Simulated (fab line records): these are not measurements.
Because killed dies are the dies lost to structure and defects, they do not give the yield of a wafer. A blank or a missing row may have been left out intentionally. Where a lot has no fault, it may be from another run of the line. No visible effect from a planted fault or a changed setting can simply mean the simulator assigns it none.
Problem report in the 8D (eight disciplines) form, filled by code / flow n5 finfet / the parts of the form that need people (team, actions taken, sign-off) are left out

1. THE ISSUE
spin speed rpm at N5_BEOL_M2_COAT_68 reads a mean of 1806.9 rpm on 6 wafers of 2 lots; wafers without a fault read 1500.1 rpm with a standard deviation of 1. That is +99 or more standard deviations from the usual mean.
The step: time 60 s, resist thk 12 nm.
The first sign was on wafer L824.3 at day 9 23:25, on litho track-05. The record holds 24 wafers of 8 lots with a number at this step. Rule for "out", or "out of limits": more than 4 standard deviations from the usual mean. Any other wafer with a number is counted as sound.

2. WHAT IT IS AND WHAT IT IS NOT
question=which readings at this step | is=spin speed rpm | is not=-
question=which lots | is=L824, L826 | is not=L817, L820, L830, L831, L832, L833
question=which wafers of those lots | is=all that have a number | is not=-
question=read on which tools | is=litho track-05 | is not=litho track-01, litho track-04
question=when | is=from day 9 23:25 | is not=up to then (6 sound wafers); but 12 sound wafers of L830, L831, L832, L833 came after

3. WHAT RULES OUT EACH SUSPECT
Counting: any tool at a process step up to the reading is kept as a suspect provided that every lot that is out went through it and no sound lot did after the first of them.
- litho track-05 at N5_BEOL_M2_COAT_68 (time 60 s, resist thk 12 nm): kept. It processed each lot that is out, first L824 at day 9 23:25, and no sound lot thereafter; up to then, the last sound lot it processed was L820 at day 8 18:28. On those wafers its own readings are out: spin speed rpm.
Left after counting: litho track-05 at N5_BEOL_M2_COAT_68.

4. THE CAUSE (what the simulator had put in)
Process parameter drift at N5_BEOL_M2_COAT_68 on litho track-05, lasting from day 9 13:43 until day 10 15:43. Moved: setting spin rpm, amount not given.
Counting left only this tool.

5. THE EFFECT CHAIN, in route order
Rows list readings where the struck wafers' mean (over those with a number) sits beyond 3 standard deviations from the usual. Readings are gone through only where the record gives a usual standard deviation; hours: the median, over the lots, of the time from a lot's start at the first step in this table giving one to that lot's start at this step; sigmas: the change measured in usual standard deviations.
hours=0; step=N5_BEOL_M2_COAT_68; reading=spin speed rpm; usual=1500.1 rpm; on struck wafers=1806.9; change=+306.8; sigmas=+99 or more
hours=0; step=N5_BEOL_M2_ETCH_69; reading=etch rf on time s; usual=26.6 s; on struck wafers=24.3; change=-2.3; sigmas=-3.5
Here are the process steps it includes:
- N5_BEOL_M2_COAT_68: time 60 s, resist thk 12 nm.
- N5_BEOL_M2_ETCH_69: etches SiARC in CF4, target depth 15.6 nm, time 26 s.
Later measuring or inspecting steps at which every struck wafer that the step has a row for has a number for every such reading, and none has moved that far: N5_BEOL_M4_RC_MEAS_101.

6. WHAT WOULD HAVE CAUGHT IT SOONER
First out-of-limits reading in this record: day 9 23:25, which is 10 hours after fault onset at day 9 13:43.
